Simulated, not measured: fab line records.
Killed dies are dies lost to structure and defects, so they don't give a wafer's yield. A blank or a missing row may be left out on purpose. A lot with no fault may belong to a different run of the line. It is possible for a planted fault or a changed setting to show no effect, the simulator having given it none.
fab line records | flow nandHarc
record: lots: 5 | wafers: 15 | lastDay: 30
route steps=1302 shown A_STAIRCASE@674
lots that met no fault: from a run of the same line without faults
startH: start of the lot's first displayed wafer, in hours after the record's first day | waitH: hours since the lot's step before | " the same as in the row above | L1.1+2: one row covering several wafers at once | - no value present, or no start provided | * or withheld: withheld | < > ~ a bound
route shown NAME@n: NAME is a module with steps in the file, n the number in the route of the first one | usual: mean and standard deviation over wafers with no fault | same: alike in all rows | chamber/n: place in a boat | sites: the reading at each site | _std_site: the values' standard deviation | _edge_site: mean of outer sites minus mean of inner sites | radiusMm: for every site, how far away it sits from the centre of the wafer | mask NAME#n: copy n | behind: the tool/chamber that last shaped the wafer | hold: the reason the lot was held/the length of the hold in hours/how it ended | device: the n, p or np transistor that did not switch | end of line: the route-end tests of the same wafers | a step with no rows: only its recipe | killed: at the first sort, the dies lost to defects and structure; wafer yield is something else | map: a wafer's dies, marking killed ones x, the rest . and places with no die _
set.NAME: the run value of the setting; set.NAME@STEP: its run value at that earlier step | model.NAME: the simulator's own value behind a step, which no gauge read
a table for each step, a row for each wafer; lots at some steps of the route
services: the hour from which a tool's chamber was out of use, counted from the record's first day as startH (under 0 if before that day), plus the number of hours and why
== steps ==
step: NHARC_A_STAIRCASE_TRIM_18
recipe: timeS: 211.2 | o2FlowSccm: 500 | arFlowSccm: 0 | biasW: 0 | chemistry: O2
usual: drypumpMotorCurrentA: 5.72/0.28 | oesProductAu: 1.000/0.0089 | rfVppV: 57.5/0.84 | showerheadPlenumPTorr: 3.50/0.15 | throttleValvePct: 17.036/0.0097
lot.wafer | tool       | chamber | startH | waitH | drypumpMotorCurrentA | oesProductAu | rfHoursCounterH | rfVppV | showerheadPlenumPTorr | throttleValvePct
L074.3    | rieDiel-01 | 2       | -      | -     | 6.11                 | 1.007        | 49              | 57.4   | 3.38                  | 17.042
L074.2    | "          | 3       | "      | "     | 5.66                 | 1.001        | 45              | 57.1   | 3.41                  | 17.046
L074.1    | "          | 0       | "      | "     | 5.48                 | 0.997        | 50              | 58.4   | 3.47                  | 17.024
L076.3    | rieDiel-01 | 0       | -      | -     | 5.46                 | 1.001        | 53              | 58.6   | 3.47                  | 17.035
L076.4    | "          | 2       | "      | "     | 6.11                 | 0.993        | 52              | 57.4   | 3.38                  | 17.040
L076.6    | "          | 0       | "      | "     | 5.44                 | 0.995        | -               | 57.6   | 3.47                  | 17.030
L078.4    | rieDiel-10 | 1       | -      | -     | 5.60                 | 0.979        | 35              | 56.5   | 3.28                  | 17.040
L078.2    | "          | 2       | "      | "     | 5.21                 | 1.001        | 38              | 57.5   | 3.55                  | 17.044
L078.5    | "          | 1       | "      | "     | 5.62                 | 0.973        | -               | 56.5   | 3.28                  | 17.038
L087.4    | rieDiel-01 | 1       | -      | -     | 6.09                 | 1.008        | 41              | 57.2   | 3.45                  | 17.034
L087.2    | "          | 2       | "      | "     | 6.13                 | 0.997        | 31              | 57.7   | 3.36                  | 17.039
L087.3    | "          | 0       | "      | "     | 5.47                 | 1.007        | 43              | 56.7   | 3.44                  | 17.018
L090.4    | rieDiel-10 | 2       | -      | -     | 5.20                 | 1.003        | 24              | 57.9   | 3.53                  | 17.045
L090.3    | "          | 0       | "      | "     | 5.83                 | 1.001        | 22              | 56.3   | 3.47                  | 17.030
L090.5    | "          | 1       | "      | "     | 5.61                 | 1.009        | -               | 59.2   | 3.79                  | 17.038
step: NHARC_A_STAIRCASE_ETCH_19
recipe: targetDepthA: 1000 | timeS: 40.5 | ionEnergyEv: 400 | c4f8FlowSccm: 20 | o2FlowSccm: 10 | arFlowSccm: withheld | rfW: 600 | biasW: 1000 | chemistry: C4F8/O2
usual: oesProductAu: 0.943/0.0089 | rfVppV: 895/5.4
lot.wafer | tool       | chamber | startH | waitH | oesProductAu | rfHoursCounterH | rfVppV
L074.1    | rieDiel-01 | 3       | -      | -     | 0.936        | 45              | 892
L074.3    | "          | 1       | "      | "     | 0.958        | 45              | 893
L074.2    | "          | 2       | "      | "     | 0.940        | 49              | 891
L076.3    | rieDiel-01 | 2       | -      | -     | 0.945        | 52              | 892
L076.4    | "          | 3       | "      | "     | 0.957        | 49              | 892
L076.6    | "          | 3       | "      | "     | 0.962        | -               | 893
L078.4    | rieDiel-10 | 3       | -      | -     | 0.958        | 45              | 897
L078.2    | "          | 0       | "      | "     | 0.941        | 37              | 895
L078.5    | "          | 1       | "      | "     | 0.928        | -               | 885
L087.2    | rieDiel-01 | 1       | -      | -     | 0.941        | 41              | 893
L087.3    | "          | 2       | "      | "     | 0.946        | 31              | 891
L087.4    | "          | 3       | "      | "     | 0.946        | 35              | 892
L090.4    | rieDiel-10 | 1       | -      | -     | 0.940        | 25              | 905
L090.3    | "          | 3       | "      | "     | 0.940        | 22              | 896
L090.5    | "          | 1       | "      | "     | 0.936        | -               | 907
step: NHARC_A_STAIRCASE_TRIM_20
recipe: timeS: 211.2 | o2FlowSccm: 500 | arFlowSccm: 0 | biasW: 0 | chemistry: O2
usual: drypumpMotorCurrentA: 5.75/0.28 | oesProductAu: 1.001/0.0091 | rfVppV: 57.6/0.89 | showerheadPlenumPTorr: 3.48/0.14 | throttleValvePct: 17.036/0.0092
lot.wafer | tool       | chamber | startH | waitH | drypumpMotorCurrentA | oesProductAu | rfHoursCounterH | rfVppV | showerheadPlenumPTorr | throttleValvePct
L074.3    | rieDiel-01 | 0       | 352.50 | 0.1   | 5.44                 | 0.995        | 50              | 58.2   | 3.47                  | 17.044
L074.2    | "          | 2       | "      | "     | 6.11                 | 1.000        | 49              | 57.7   | 3.38                  | 17.036
L074.1    | "          | 3       | "      | "     | 5.69                 | 1.002        | 46              | 58.3   | 3.41                  | 17.034
L076.3    | rieDiel-08 | 3       | 365.15 | 0.1   | 5.95                 | 1.008        | 48              | 57.4   | 3.45                  | 17.033
L076.4    | "          | 1       | "      | "     | 5.48                 | 1.000        | 63              | 58.3   | 3.77                  | 17.034
L076.6    | "          | 3       | "      | "     | 5.95                 | 1.005        | -               | 57.5   | 3.45                  | 17.032
L078.2    | rieDiel-08 | 2       | 387.24 | 0.1   | 5.88                 | 1.009        | 2               | 56.3   | 3.36                  | 17.032
L078.4    | "          | 0       | "      | "     | 5.75                 | 0.998        | 2               | 56.9   | 3.30                  | 17.034
L078.5    | "          | 2       | "      | "     | 5.88                 | 1.014        | -               | 55.4   | 3.36                  | 17.027
L087.4    | rieDiel-01 | 1       | 479.58 | 0.1   | 6.08                 | 1.011        | 41              | 56.7   | 3.45                  | 17.032
L087.3    | "          | 2       | "      | "     | 6.14                 | 0.999        | 31              | 56.3   | 3.36                  | 17.037
L087.2    | "          | 0       | "      | "     | 5.40                 | 0.998        | 43              | 57.0   | 3.44                  | 17.028
L090.4    | rieDiel-10 | 1       | 514.31 | 0.1   | 5.58                 | 0.997        | 25              | 57.6   | 3.79                  | 17.043
L090.3    | "          | 3       | "      | "     | 6.00                 | 0.997        | 22              | 57.0   | 3.52                  | 17.041
L090.5    | "          | 1       | "      | "     | 5.56                 | 0.992        | -               | 59.0   | 3.79                  | 17.036
step: NHARC_A_STAIRCASE_ETCH_21
recipe: targetDepthA: 1000 | timeS: 40.5 | ionEnergyEv: 400 | c4f8FlowSccm: 20 | o2FlowSccm: 10 | arFlowSccm: withheld | rfW: 600 | biasW: 1000 | chemistry: C4F8/O2
usual: oesProductAu: 0.955/0.016 | rfVppV: 894/5
lot.wafer | tool       | chamber | startH | waitH | oesProductAu | rfHoursCounterH | rfVppV
L074.3    | rieDiel-01 | 2       | -      | -     | 0.947        | 50              | 891
L074.1    | "          | 3       | "      | "     | 0.939        | 46              | 892
L074.2    | "          | 0       | "      | "     | 0.941        | 50              | 892
L076.3    | rieDiel-08 | 3       | -      | -     | 0.962        | 49              | 894
L076.4    | "          | 0       | "      | "     | 0.954        | 56              | 887
L076.6    | "          | 0       | "      | "     | 0.961        | -               | 888
L078.2    | rieDiel-08 | 0       | -      | -     | 0.972        | 2               | 887
L078.4    | "          | 1       | "      | "     | 0.990        | 2               | 905
L078.5    | "          | 3       | "      | "     | 0.962        | -               | 894
L087.3    | rieDiel-01 | 0       | -      | -     | 0.945        | 43              | 893
L087.2    | "          | 1       | "      | "     | 0.951        | 41              | 892
L087.4    | "          | 2       | "      | "     | 0.942        | 31              | 889
L090.3    | rieDiel-10 | 3       | -      | -     | 0.934        | 22              | 895
L090.4    | "          | 1       | "      | "     | 0.920        | 25              | 906
L090.5    | "          | 2       | "      | "     | 0.939        | -               | 896
step: NHARC_A_STAIRCASE_TRIM_22
recipe: timeS: 211.2 | o2FlowSccm: 500 | arFlowSccm: 0 | biasW: 0 | chemistry: O2
usual: drypumpMotorCurrentA: 5.73/0.29 | oesProductAu: 1.001/0.0091 | rfVppV: 57.7/0.89 | showerheadPlenumPTorr: 3.49/0.14 | throttleValvePct: 17.035/0.0085
lot.wafer | tool       | chamber | startH | waitH | drypumpMotorCurrentA | oesProductAu | rfHoursCounterH | rfVppV | showerheadPlenumPTorr | throttleValvePct
L074.1    | rieDiel-01 | 2       | -      | -     | 6.12                 | 0.991        | 50              | 57.4   | 3.38                  | 17.033
L074.2    | "          | 3       | "      | "     | 5.66                 | 0.991        | 46              | 57.8   | 3.41                  | 17.039
L074.3    | "          | 1       | "      | "     | 6.10                 | 0.999        | 46              | 58.5   | 3.48                  | 17.049
L076.3    | rieDiel-08 | 2       | -      | -     | 5.85                 | 1.010        | 51              | 56.8   | 3.36                  | 17.028
L076.4    | "          | 1       | "      | "     | 5.48                 | 0.995        | 63              | 59.3   | 3.77                  | 17.043
L076.6    | "          | 3       | "      | "     | 5.94                 | 0.997        | -               | 58.2   | 3.45                  | 17.020
L078.2    | rieDiel-08 | 0       | -      | -     | 5.78                 | 0.990        | 3               | 56.8   | 3.30                  | 17.039
L078.4    | "          | 1       | "      | "     | 5.51                 | 1.014        | 2               | 59.1   | 3.77                  | 17.023
L078.5    | "          | 1       | "      | "     | 5.51                 | 1.009        | -               | 58.9   | 3.77                  | 17.039
L087.3    | rieDiel-01 | 3       | -      | -     | 5.64                 | 1.006        | 35              | 59.8   | 3.39                  | 17.031
L087.2    | "          | 0       | "      | "     | 5.45                 | 0.979        | 43              | 58.6   | 3.44                  | 17.041
L087.4    | "          | 2       | "      | "     | 6.10                 | 0.999        | 31              | 58.0   | 3.36                  | 17.042
L090.3    | rieDiel-10 | 3       | -      | -     | 6.01                 | 1.003        | 23              | 58.1   | 3.52                  | 17.037
L090.4    | "          | 0       | "      | "     | 5.83                 | 1.000        | 22              | 58.5   | 3.47                  | 17.049
L090.5    | "          | 2       | "      | "     | 5.25                 | 1.002        | -               | 58.0   | 3.53                  | 17.032
step: NHARC_A_STAIRCASE_ETCH_23
recipe: targetDepthA: 1000 | timeS: 40.5 | ionEnergyEv: 400 | c4f8FlowSccm: 20 | o2FlowSccm: 10 | arFlowSccm: withheld | rfW: 600 | biasW: 1000 | chemistry: C4F8/O2
usual: oesProductAu: 0.947/0.011 | rfVppV: 894/4.9
lot.wafer | tool       | chamber | startH | waitH | oesProductAu | rfHoursCounterH | rfVppV
L074.2    | rieDiel-01 | 1       | -      | -     | 0.943        | 46              | 894
L074.3    | "          | 2       | "      | "     | 0.942        | 50              | 890
L074.1    | "          | 3       | "      | "     | 0.947        | 46              | 892
L076.4    | rieDiel-08 | 3       | -      | -     | 0.945        | 49              | 893
L076.3    | "          | 1       | "      | "     | 0.964        | 63              | 905
L076.6    | "          | 3       | "      | "     | 0.941        | -               | 893
L078.2    | rieDiel-08 | 1       | -      | -     | 0.966        | 2               | 904
L078.4    | "          | 3       | "      | "     | 0.952        | 2               | 893
L078.5    | "          | 1       | "      | "     | 0.967        | -               | 905
L087.4    | rieDiel-01 | 1       | -      | -     | 0.947        | 41              | 894
L087.3    | "          | 3       | "      | "     | 0.943        | 36              | 891
L087.2    | "          | 0       | "      | "     | 0.948        | 43              | 893
L090.3    | rieDiel-10 | 1       | -      | -     | 0.941        | 25              | 906
L090.4    | "          | 3       | "      | "     | 0.936        | 23              | 896
L090.5    | "          | 1       | "      | "     | 0.946        | -               | 906
step: NHARC_A_STAIRCASE_TRIM_24
recipe: timeS: 211.2 | o2FlowSccm: 500 | arFlowSccm: 0 | biasW: 0 | chemistry: O2
usual: drypumpMotorCurrentA: 5.74/0.28 | oesProductAu: 1.001/0.0091 | rfVppV: 57.7/0.93 | showerheadPlenumPTorr: 3.48/0.13 | throttleValvePct: 17.037/0.0098
lot.wafer | tool       | chamber | startH | waitH | drypumpMotorCurrentA | oesProductAu | rfHoursCounterH | rfVppV | showerheadPlenumPTorr | throttleValvePct
L074.1    | rieDiel-01 | 1       | -      | -     | 6.08                 | 0.992        | 46              | 57.6   | 3.48                  | 17.030
L074.2    | "          | 2       | "      | "     | 6.12                 | 0.999        | 50              | 57.5   | 3.38                  | 17.068
L074.3    | "          | 0       | "      | "     | 5.51                 | 0.987        | 50              | 57.5   | 3.47                  | 17.043
L076.4    | rieDiel-08 | 3       | -      | -     | 5.92                 | 1.001        | 49              | 57.3   | 3.45                  | 17.027
L076.3    | "          | 0       | "      | "     | 5.77                 | 0.987        | 56              | 58.1   | 3.30                  | 17.041
L076.6    | "          | 3       | "      | "     | 5.93                 | 0.985        | -               | 56.9   | 3.45                  | 17.035
L078.4    | rieDiel-08 | 3       | -      | -     | 5.94                 | 1.011        | 2               | 58.0   | 3.45                  | 17.040
L078.2    | "          | 0       | "      | "     | 5.74                 | 0.993        | 3               | 56.7   | 3.30                  | 17.043
L078.5    | "          | 0       | "      | "     | 5.73                 | 0.987        | -               | 56.1   | 3.30                  | 17.045
L087.3    | rieDiel-01 | 0       | -      | -     | 5.46                 | 0.998        | 44              | 59.0   | 3.44                  | 17.026
L087.4    | "          | 1       | "      | "     | 6.09                 | 1.005        | 41              | 56.6   | 3.45                  | 17.049
L087.2    | "          | 2       | "      | "     | 6.13                 | 1.001        | 31              | 58.5   | 3.36                  | 17.051
L090.3    | rieDiel-10 | 2       | -      | -     | 5.20                 | 1.012        | 25              | 58.2   | 3.53                  | 17.021
L090.4    | "          | 3       | "      | "     | 6.04                 | 1.003        | 23              | 58.6   | 3.52                  | 17.020
L090.5    | "          | 1       | "      | "     | 5.60                 | 1.015        | -               | 57.5   | 3.79                  | 17.027
step: NHARC_A_STAIRCASE_ETCH_25
recipe: targetDepthA: 1000 | timeS: 40.5 | ionEnergyEv: 400 | c4f8FlowSccm: 20 | o2FlowSccm: 10 | arFlowSccm: withheld | rfW: 600 | biasW: 1000 | chemistry: C4F8/O2
usual: oesProductAu: 0.946/0.01 | rfVppV: 894/4.9
lot.wafer | tool       | chamber | startH | waitH | oesProductAu | rfHoursCounterH | rfVppV
L074.1    | rieDiel-01 | 1       | -      | -     | 0.946        | 46              | 895
L074.2    | "          | 2       | "      | "     | 0.945        | 50              | 891
L074.3    | "          | 3       | "      | "     | 0.955        | 46              | 891
L076.4    | rieDiel-08 | 0       | -      | -     | 0.930        | 56              | 888
L076.3    | "          | 3       | "      | "     | 0.958        | 49              | 893
L076.6    | "          | 0       | "      | "     | 0.940        | -               | 886
L078.4    | rieDiel-08 | 2       | -      | -     | 0.971        | 2               | 889
L078.2    | "          | 3       | "      | "     | 0.945        | 2               | 894
L078.5    | "          | 1       | "      | "     | 0.966        | -               | 904
L087.3    | rieDiel-01 | 0       | -      | -     | 0.938        | 44              | 893
L087.4    | "          | 1       | "      | "     | 0.945        | 41              | 894
L087.2    | "          | 2       | "      | "     | 0.945        | 31              | 890
L090.4    | rieDiel-10 | 0       | -      | -     | 0.949        | 23              | 894
L090.3    | "          | 2       | "      | "     | 0.946        | 25              | 895
L090.5    | "          | 3       | "      | "     | 0.941        | -               | 896
step: NHARC_A_STAIRCASE_TRIM_26
recipe: timeS: 211.2 | o2FlowSccm: 500 | arFlowSccm: 0 | biasW: 0 | chemistry: O2
usual: drypumpMotorCurrentA: 5.72/0.28 | oesProductAu: 1.001/0.0094 | rfVppV: 57.7/0.91 | showerheadPlenumPTorr: 3.49/0.14 | throttleValvePct: 17.037/0.009
lot.wafer | tool       | chamber | startH | waitH | drypumpMotorCurrentA | oesProductAu | rfHoursCounterH | rfVppV | showerheadPlenumPTorr | throttleValvePct
L074.1    | rieDiel-01 | 1       | -      | -     | 6.09                 | 1.011        | 46              | 57.5   | 3.48                  | 17.032
L074.3    | "          | 3       | "      | "     | 5.64                 | 1.008        | 46              | 56.7   | 3.41                  | 17.035
L074.2    | "          | 0       | "      | "     | 5.47                 | 0.997        | 50              | 57.7   | 3.47                  | 17.015
L076.3    | rieDiel-08 | 0       | -      | -     | 5.77                 | 0.999        | 56              | 57.8   | 3.30                  | 17.047
L076.4    | "          | 2       | "      | "     | 5.84                 | 1.006        | 51              | 56.1   | 3.36                  | 17.047
L076.6    | "          | 0       | "      | "     | 5.76                 | 0.986        | -               | 56.5   | 3.30                  | 17.032
L078.2    | rieDiel-08 | 0       | -      | -     | 5.73                 | 0.998        | 3               | 56.0   | 3.30                  | 17.031
L078.4    | "          | 2       | "      | "     | 5.89                 | 1.015        | 2               | 56.9   | 3.36                  | 17.030
L078.5    | "          | 3       | "      | "     | 5.94                 | 0.997        | -               | 57.1   | 3.45                  | 17.051
L087.3    | rieDiel-01 | 3       | -      | -     | 5.64                 | 1.008        | 36              | 57.6   | 3.39                  | 17.027
L087.4    | "          | 0       | "      | "     | 5.47                 | 1.005        | 44              | 58.1   | 3.44                  | 17.033
L087.2    | "          | 1       | "      | "     | 6.09                 | 1.008        | 41              | 57.3   | 3.45                  | 17.052
L090.3    | rieDiel-10 | 0       | -      | -     | 5.83                 | 0.995        | 23              | 56.8   | 3.47                  | 17.036
L090.4    | "          | 1       | "      | "     | 5.57                 | 1.011        | 25              | 58.0   | 3.79                  | 17.050
L090.5    | "          | 0       | "      | "     | 5.83                 | 0.999        | -               | 58.9   | 3.47                  | 17.025
step: NHARC_A_STAIRCASE_ETCH_27
recipe: targetDepthA: 1000 | timeS: 40.5 | ionEnergyEv: 400 | c4f8FlowSccm: 20 | o2FlowSccm: 10 | arFlowSccm: withheld | rfW: 600 | biasW: 1000 | chemistry: C4F8/O2
usual: oesProductAu: 0.946/0.011 | rfVppV: 894/4.9
lot.wafer | tool       | chamber | startH | waitH | oesProductAu | rfHoursCounterH | rfVppV
L074.3    | rieDiel-01 | 0       | -      | -     | 0.949        | 50              | 893
L074.2    | "          | 1       | "      | "     | 0.937        | 46              | 893
L074.1    | "          | 2       | "      | "     | 0.942        | 50              | 891
L076.3    | rieDiel-08 | 0       | -      | -     | 0.929        | 56              | 888
L076.4    | "          | 1       | "      | "     | 0.954        | 63              | 905
L076.6    | "          | 0       | "      | "     | 0.944        | -               | 888
L078.2    | rieDiel-08 | 3       | -      | -     | 0.940        | 2               | 893
L078.4    | "          | 1       | "      | "     | 0.955        | 3               | 905
L078.5    | "          | 3       | "      | "     | 0.943        | -               | 895
L087.3    | rieDiel-01 | 2       | -      | -     | 0.946        | 31              | 891
L087.4    | "          | 3       | "      | "     | 0.932        | 36              | 890
L087.2    | "          | 1       | "      | "     | 0.953        | 41              | 892
L090.4    | rieDiel-10 | 1       | -      | -     | 0.948        | 26              | 905
L090.3    | "          | 3       | "      | "     | 0.953        | 23              | 896
L090.5    | "          | 2       | "      | "     | 0.949        | -               | 895
step: NHARC_A_STAIRCASE_STRIP_175
recipe: powerW: 1500 | tempC: 250 | chemistry: O2
usual: drypumpMotorCurrentA: 5.88/0.11 | heaterPowerW: 300/38
lot.wafer | tool           | chamber | startH | waitH | drypumpMotorCurrentA | heaterPowerW | rfHoursCounterH
L074.2    | plasmaAsher-01 | 1       | 353.61 | 0.1   | 5.67                 | 334          | 1
L074.1    | "              | 0       | "      | "     | 5.92                 | 248          | 1
L074.3    | "              | 1       | "      | "     | 5.69                 | 334          | -
L076.4    | plasmaAsher-01 | 0       | 366.31 | 0.2   | 5.93                 | 245          | -
L076.3    | "              | 1       | "      | "     | 5.72                 | 327          | -
L076.6    | "              | 1       | "      | "     | 5.72                 | 334          | -
L078.2    | plasmaAsher-01 | 1       | 388.58 | 0.3   | 5.71                 | 346          | 8
L078.4    | "              | 0       | "      | "     | 5.91                 | 249          | -
L078.5    | "              | 0       | "      | "     | 5.93                 | 249          | -
L087.2    | plasmaAsher-01 | 0       | 480.71 | 0.1   | 5.90                 | 255          | 29
L087.3    | "              | 1       | "      | "     | 5.68                 | 337          | -
L087.4    | "              | 0       | "      | "     | 5.92                 | 247          | -
L090.3    | plasmaAsher-01 | 1       | 515.62 | 0.2   | 5.69                 | 332          | -
L090.4    | "              | 0       | "      | "     | 5.91                 | 245          | -
L090.5    | "              | 1       | "      | "     | 5.71                 | 336          | -
step: NHARC_A_STAIRCASE_STRIP_148
recipe: timeS: 900 | tempC: 130 | chemistry: SPM
lot.wafer  | tool        | chamber | startH | waitH
L074.1+3+2 | wetBench-07 | 4,7,1   | 353.96 | 0.3
L076.6+4+3 | wetBench-06 | 1,3,5   | 366.57 | 0.1
L078.5+2+4 | wetBench-07 | 2,4,5   | 388.90 | 0.1
L087.4+2+3 | wetBench-07 | 0,2,3   | 481.01 | 0.2
L090.4+5+3 | wetBench-04 | 4,5,1   | 515.87 | 0.2
step: NHARC_A_STAIRCASE_PRECLEAN_149
recipe: timeS: * | tempC: 50 | bathAgeMin: 0 | chemistry: SC1
lot.wafer  | tool        | chamber | startH | waitH
L074.1+3+2 | wetBench-07 | 4,7,1   | -      | -
L076.6+4+3 | wetBench-06 | 1,3,5   | -      | -
L078.5+2+4 | wetBench-07 | 2,4,5   | -      | -
L087.4+2+3 | wetBench-07 | 0,2,3   | -      | -
L090.4+5+3 | wetBench-04 | 4,5,1   | -      | -
step: NHARC_A_STAIRCASE_SRD_150
lot.wafer  | tool        | chamber | startH | waitH
L074.1+3+2 | wetBench-07 | 4,7,1   | -      | -
L076.6+4+3 | wetBench-06 | 1,3,5   | -      | -
L078.5+2+4 | wetBench-07 | 2,4,5   | -      | -
L087.4+2+3 | wetBench-07 | 0,2,3   | -      | -
L090.4+5+3 | wetBench-04 | 4,5,1   | -      | -
== services ==
tool           | chamber | startH | hours | kind
rieDiel-08     | -       | 334.32 | 0.7   | repair
wetBench-07    | -       | 336.00 | 8.0   | pm
rieDiel-01     | 0       | 337.45 | -     | clean
rieDiel-01     | 1       | 337.45 | -     | clean
rieDiel-01     | 2       | 337.45 | -     | clean
rieDiel-01     | 3       | 337.45 | -     | clean
plasmaAsher-01 | -       | 342.26 | 9.0   | pm
rieDiel-08     | 0       | 349.19 | 9.5   | repair
rieDiel-08     | -       | 353.90 | 1.2   | repair
rieDiel-01     | 0       | 361.97 | -     | clean
rieDiel-01     | 1       | 361.97 | -     | clean
wetBench-06    | -       | 369.60 | 8.0   | pm
rieDiel-08     | -       | 370.53 | 9.0   | pm
rieDiel-01     | -       | 382.61 | 9.0   | pm
rieDiel-10     | 1       | 393.31 | 7.2   | repair
rieDiel-08     | 3       | 395.82 | 5.9   | repair
wetBench-04    | -       | 403.20 | 8.0   | pm
plasmaAsher-01 | -       | 404.94 | 2.1   | repair
plasmaAsher-01 | -       | 414.94 | 0.9   | repair
rieDiel-10     | -       | 424.43 | 9.0   | pm
rieDiel-01     | 2       | 443.63 | 9.3   | repair
rieDiel-01     | 0       | 483.12 | 3.1   | repair
wetBench-06    | -       | 505.95 | 1.1   | repair
wetBench-07    | -       | 512.00 | 8.0   | pm
== key ==
fault none
